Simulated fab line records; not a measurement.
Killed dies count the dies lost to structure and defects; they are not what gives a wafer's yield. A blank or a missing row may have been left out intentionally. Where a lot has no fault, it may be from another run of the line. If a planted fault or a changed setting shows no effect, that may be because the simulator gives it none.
Which tool was responsible?    flow n5-finfet    24 lots, 72 wafers sampled, at 2 steps of a route of 1938

WHAT THE GAUGES SHOWED, per wafer
N5_BEOL_M5_OCD_MEAS_38.
lot   measured      on      trench-depth-nm (nm)
L074  day 8 05:40   ocd-02  70.9 71.8 71.1
L075  day 8 15:23   ocd-02  71.5 71.8 71.4
L076  day 9 01:05   ocd-01  72.7 71.8 72.1
L077  day 9 06:37   ocd-01  73.4 72.7 73.0
L078  day 9 09:04   ocd-01  72.8 69.8 70.3
L079  day 9 22:57   ocd-01  70.4 70.9 69.7
L080  day 10 02:29  ocd-01  72.7 72.7 70.3
L081  day 10 06:36  ocd-02  72.1 70.9 72.0
L084  day 10 09:59  ocd-01  72.9 73.2 73.1
L082  day 10 15:28  ocd-02  72.2 71.2 71.0
L083  day 11 01:34  ocd-01  70.7 72.6 70.7
L085  day 11 07:22  ocd-01  73.6 72.5 71.8
L086  day 11 08:29  ocd-01  72.8 71.6 73.7
L087  day 11 22:16  ocd-02  72.4 70.0 71.4
L088  day 12 02:05  ocd-01  71.1 70.3 72.2
L090  day 12 03:50  ocd-01  73.4 71.2 72.0
L089  day 12 04:31  ocd-01  69.3 72.6 71.8
L091  day 12 11:32  ocd-02  70.9 70.9 70.9
L092  day 12 19:09  ocd-01  70.9 70.8 71.8
L095  day 13 02:55  ocd-02  70.5 72.5 71.0
L093  day 13 04:35  ocd-01  70.8 73.1 72.1
L094  day 13 13:15  ocd-01  71.8 71.3 71.8
L096  day 13 20:00  ocd-02  70.6 70.2 70.8
L097  day 13 23:47  ocd-01  71.5 73.1 72.8

WHAT TOOL EACH LOT RAN ON (gives the tool, then ch and the chambers of the sampled wafers, and finally the start)
lot   N5_BEOL_M5_ETCH_41
L074  rie-diel-03 ch 0,1,2, day 8 05:40 or earlier
L075  rie-diel-04 ch 0,2,3, day 8 15:23 or earlier
L076  rie-diel-04 ch 1,2,3, day 9 01:05 or earlier
L077  rie-diel-05 ch 0,1, day 9 06:37 or earlier
L078  rie-diel-05 ch 0,3, day 9 09:04 or earlier
L079  rie-diel-05 ch 2,3, day 9 22:57 or earlier
L080  rie-diel-04 ch 0,1,3, day 10 02:29 or earlier
L081  rie-diel-04 ch 0,1,3, day 10 06:36 or earlier
L084  rie-diel-05 ch 0,1, day 10 09:59 or earlier
L082  rie-diel-04 ch 0,2,3, day 10 15:28 or earlier
L083  rie-diel-04 ch 0,1,2, day 11 01:34 or earlier
L085  rie-diel-05 ch 0,2, day 11 07:22 or earlier
L086  rie-diel-05 ch 0,1,2, day 11 08:29 or earlier
L087  rie-diel-04 ch 2,3, day 11 22:16 or earlier
L088  rie-diel-04 ch 0,2,3, day 12 02:05 or earlier
L090  rie-diel-04 ch 1,2,3, day 12 03:50 or earlier
L089  rie-diel-04 ch 0,1,3, day 12 04:31 or earlier
L091  rie-diel-03 ch 1,2, day 12 11:32 or earlier
L092  rie-diel-05 ch 2,3, day 12 19:09 or earlier
L095  rie-diel-04 ch 0,2,3, day 13 02:55 or earlier
L093  rie-diel-05 ch 1,2, day 13 04:35 or earlier
L094  rie-diel-03 ch 0,1,2, day 13 13:15 or earlier
L096  rie-diel-03 ch 0,1,2, day 13 20:00 or earlier
L097  rie-diel-05 ch 0,1,2, day 13 23:47 or earlier
- N5_BEOL_M5_ETCH_41: etches SiCN in CH3F/O2, target depth 31.5 nm, time 56.7 s.

AS READ BY THE TOOLS THEMSELVES (means over the sampled wafers that have a number; for cases with no such wafer, the mark the record gives instead)
N5_BEOL_M5_ETCH_41.
lot   tool         O2_flow_sccm (sccm)  bias-w (W)  drypump-motor-current-A (A)  oes-product-au (a.u.)  rf-vpp-V (V)  showerhead-plenum-p-Torr (Torr)  throttle-valve-pct (%)
L074  rie-diel-03  20.00                74.93       5.9                          0.78                   297.8         1.98                             16.33
L075  rie-diel-04  19.99                75.06       5.7                          0.73                   297.5         1.99                             16.22
L076  rie-diel-04  20.06                74.84       5.4                          0.77                   297.6         1.98                             16.33
L077  rie-diel-05  19.97                74.97       5.6                          0.87                   298.6         2.06                             16.22
L078  rie-diel-05  20.05                74.84       5.6                          0.75                   296.2         1.97                             16.38
L079  rie-diel-05  20.00                75.12       5.3                          0.74                   297.0         2.02                             16.28
L080  rie-diel-04  20.01                75.07       5.9                          0.77                   295.9         1.95                             16.39
L081  rie-diel-04  20.00                74.81       5.9                          0.76                   296.5         1.95                             16.38
L084  rie-diel-05  19.94                74.93       5.7                          0.85                   297.5         2.06                             16.22
L082  rie-diel-04  19.99                75.04       5.7                          0.73                   296.7         1.99                             16.25
L083  rie-diel-04  19.96                75.10       5.5                          0.74                   297.6         2.00                             16.37
L085  rie-diel-05  20.01                74.72       6.0                          0.84                   297.4         2.00                             16.40
L086  rie-diel-05  19.93                75.04       5.7                          0.84                   298.4         2.05                             16.28
L087  rie-diel-04  19.92                74.83       5.2                          0.72                   297.5         2.01                             16.23
L088  rie-diel-04  20.00                74.93       5.7                          0.72                   297.1         1.98                             16.27
L090  rie-diel-04  19.99                74.98       5.4                          0.75                   297.2         1.97                             16.37
L089  rie-diel-04  19.96                74.89       5.9                          0.75                   296.5         1.94                             16.42
L091  rie-diel-03  19.97                74.94       6.1                          0.78                   296.1         1.97                             16.24
L092  rie-diel-05  19.99                75.13       5.4                          0.86                   298.6         2.05                             16.10
L095  rie-diel-04  19.97                75.16       5.7                          0.71                   297.4         1.98                             16.29
L093  rie-diel-05  20.02                75.02       5.3                          0.82                   299.9         2.10                             16.17
L094  rie-diel-03  20.02                74.95       5.9                          0.74                   296.6         1.97                             16.38
L096  rie-diel-03  20.04                74.97       5.9                          0.75                   297.4         1.97                             16.40
L097  rie-diel-05  20.06                74.84       5.7                          0.81                   298.3         2.04                             16.30

THE ANSWER, worked out from the rows above alone
Rule: the usual values come from the lots themselves. The widest of any qualifying gaps counts: lots, ordered by their means at a reading, are off when they make up no more than a third of the lots, leave a main group of 4 or more, and stand apart from it by 3 or more times the standard deviation of that group's means. A main group whose means are all the same, to the digits that the tables above print for the reading, isn't used. Also off: a lot with no number at a reading for which 4 or more lots have one. All remaining lots with rows at the step are treated as sound. Order of review: gauges by route order, followed by the tools' own readings, for which a lot's mean as printed above is used. The first step at which some lot is off is used, and at that step the reading that is off furthest; a lot without a number counts as furthest.
No lot is off on any of the readings shown, so nothing can be concluded from this.

WHAT THE SIMULATOR HAD PUT IN
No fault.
